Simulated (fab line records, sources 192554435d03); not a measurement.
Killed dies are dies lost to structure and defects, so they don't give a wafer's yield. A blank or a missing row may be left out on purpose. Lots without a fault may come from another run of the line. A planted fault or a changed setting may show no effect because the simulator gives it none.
A struck lot beside a sound one | flow n5_finfet | 25 steps out of a route of 1938
Sound: wafers L617.2, L617.4, L617.5. Struck: wafers L629.1, L629.2, L629.3. The cause comes at the end.
At each step with rows: each side's tool, then ch and its chambers, then its first start. Under that, the readings that differ: sound wafers | struck wafers | difference of the means | sigmas: that difference in standard deviations of wafers without a fault.
alike: readings whose means differ by less than 2 such deviations, and words and numbers that are the same on both sides. not compared: withheld readings, readings that some wafer has no value for, bounds like >300 that may hide the same value, and numbers for which the record gives no deviation and whose values overlap.
The two part at a step that has a row with sigmas, a row that says differs or no value, or rows on one side only. Numbers that don't overlap but have no deviation are shown without sigmas and don't part them. A reading that every wafer of one side lacks parts them only if that side has two wafers or more.

first, 2 steps without rows for these wafers: N5_BEOL_M5_CO_CAP_78 (material Co, precursor CCTBA/H2, target thk 2 nm, time 102.1 s); N5_BEOL_M5_PRE_CLEAN_55 (time 15 s).
N5_BEOL_M5_DEP_56: deposits SiCN from 3MS/NH3, target thk 8 nm, time 14 s.
  sound on pecvd-02 ch 1,2, day 11 20:57; struck on pecvd-02 ch 0,1,2, day 14 14:49
  alike: showerhead_plenum_p_Torr, throttle_valve_pct
N5_BEOL_M5_RS_MEAS_57: measures by four-point-probe.
  sound on film_metro-01, day 11 21:01; struck on film_metro-01, day 14 14:53
  alike: M5_RS
N5_BEOL_M5_INSPECT_58: inspects for defects (darkfield).
  sound on defect_inspect-01, day 11 21:02; struck on defect_inspect-02, day 14 14:54
  alike: raw_defect_count
N5_BEOL_M6_ILD_DEP_00: deposits SiCOH lowk from DEMS/porogen, target thk 179.75 nm, time 33.4 s.
  sound on pecvd-02 ch 1,2, day 11 21:05; struck on pecvd-03 ch 0,1,2, day 14 14:56
  alike: heater_power_w, showerhead_plenum_p_Torr, throttle_valve_pct
then, 1 step without rows for these wafers: N5_BEOL_M6_CURE_74 (cures SiCOH lowk, time 240 s).
N5_BEOL_M6_THK_MEAS_01:
  sound on film_metro-02, day 11 21:39; struck on film_metro-02, day 14 15:31
  alike: M6_ILD_THK
N5_BEOL_M6_PECVD_70: deposits SiO2 from TEOS/O2, target thk 20 nm, time 22.7 s.
  sound on pecvd-02 ch 0,1,2, day 11 21:41; struck on pecvd-03 ch 0,1,2, day 14 15:34
  alike: heater_power_w, showerhead_plenum_p_Torr, throttle_valve_pct
N5_BEOL_M6_HM_DEP_02: deposits TiN, target thk 20 nm.
  sound on pvd_sputter-02, day 11 23:08; struck on pvd_sputter-03, day 14 18:25
  alike: throttle_valve_pct
then, 2 steps without rows for these wafers: N5_BEOL_M6_COAT_59 (time 60 s, resist thk 100 nm); N5_BEOL_M6_COAT_60 (time 60 s, resist thk 35 nm).
N5_BEOL_M6_COAT_05: resist thk 90 nm.
  sound on litho_track-02 ch 0, day 11 23:16; struck on litho_track-04 ch 0, day 14 18:33
  reading                                      | sound                | struck               | difference | sigmas
  spin_speed_rpm (rpm)                         | 1499.9 1499.7 1500.8 | 1670.1 1669.1 1670.7 | +169.8     | +99 or more
  model.CAR-ArF_of_BEOL_M6_COAT_05.thk_nm (nm) | 90 89.8 89.8         | 85.2 85.4 85.2       | -4.6       |
  alike: resist_line_temp_C
then, 5 steps without rows for these wafers: N5_BEOL_M6_EBR_07; N5_BEOL_M6_SOFTBAKE_06 (time 60 s); N5_BEOL_M6_EXPOSE_08 (exposes mask M6); N5_BEOL_M6_PEB_09 (peb time 60 s); N5_BEOL_M6_DEVELOP_10 (develop time 30 s).
N5_BEOL_M6_CD_MEAS_11: target cd 38.5 nm.
  sound on cd_sem-02 ch 0, day 11 23:38; struck on cd_sem-03 ch 0, day 14 18:55
  alike: cd_nm
N5_BEOL_M6_OVL_MEAS_12:
  sound on overlay-01 ch 0, day 11 23:40; struck on overlay-01 ch 0, day 14 18:57
  reading     | sound       | struck         | difference | sigmas
  M6_OVL (nm) | 1.0 1.1 0.4 | -1.0 -1.2 -0.8 | -1.8       | -3
N5_BEOL_M6_INSPECT_13: inspects for defects (brightfield).
  sound on defect_inspect-01, day 11 23:41; struck on defect_inspect-01, day 14 18:58
  reading          | sound       | struck      | difference | sigmas
  raw_defect_count | 299 285 286 | 559 380 515 | +195       | +2
then, 1 step without rows for these wafers: N5_BEOL_M6_DESCUM_16 (chemistry O2, time 7.9 s).
N5_BEOL_M6_ETCH_61: etches SiARC in CF4, target depth 45.5 nm, time 75.8 s.
  sound on rie_diel-05 ch 2,3, day 11 23:45; struck on rie_diel-02 ch 1,2, day 14 19:16
  reading                                      | sound          | struck       | difference | sigmas
  model.CAR-ArF_of_BEOL_M6_COAT_05.thk_nm (nm) | 50.8 50.8 50.6 | 46.2 46.2 46 | -4.6       |
  alike: drypump_motor_current_A, etch_rf_on_time_s, oes_product_au, rf_vpp_V, showerhead_plenum_p_Torr, throttle_valve_pct
  not compared: rf_hours_counter_h
N5_BEOL_M6_ETCH_62: etches SOC in N2/H2, target depth 110 nm, overetch 22 nm, time 165 s.
  sound on rie_diel-05 ch 2,3, day 11 23:49; struck on rie_diel-02 ch 1,2, day 14 19:21
  alike: drypump_motor_current_A, oes_product_au, rf_vpp_V, showerhead_plenum_p_Torr, throttle_valve_pct
  not compared: rf_hours_counter_h
-- the record jumps here: 4 days lie between the struck wafers' starts before and after (it left off in module BEOL_M6 and takes up again in module PASSIVATION, whose first step shown is number 1936 of the route) --
N5_PASSIVATION_PROBE_49:
  sound on prober-01, day 16 00:17; struck on prober-01, day 18 21:03
  alike: defect_limited_yield, killed_at_M0_to_M3, killed_at_M4_up, killed_at_contacts, killed_at_front_end, killed_at_other, killed_dies, killed_open, killed_short, sort_bin_5_function, sort_bin_6_memory, sort_n_pass, sort_yield_pct

WHERE THEY PART
First at N5_BEOL_M6_COAT_05; last, within this record, at N5_BEOL_M6_INSPECT_13. Later steps at which nothing parts them and some readings are alike: N5_BEOL_M6_ETCH_61, N5_BEOL_M6_ETCH_62, N5_PASSIVATION_PROBE_49.

WHY: what the simulator had put in
Process parameter drift: litho_track-04, from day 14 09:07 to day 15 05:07, at N5_BEOL_M6_COAT_05. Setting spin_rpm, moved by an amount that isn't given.
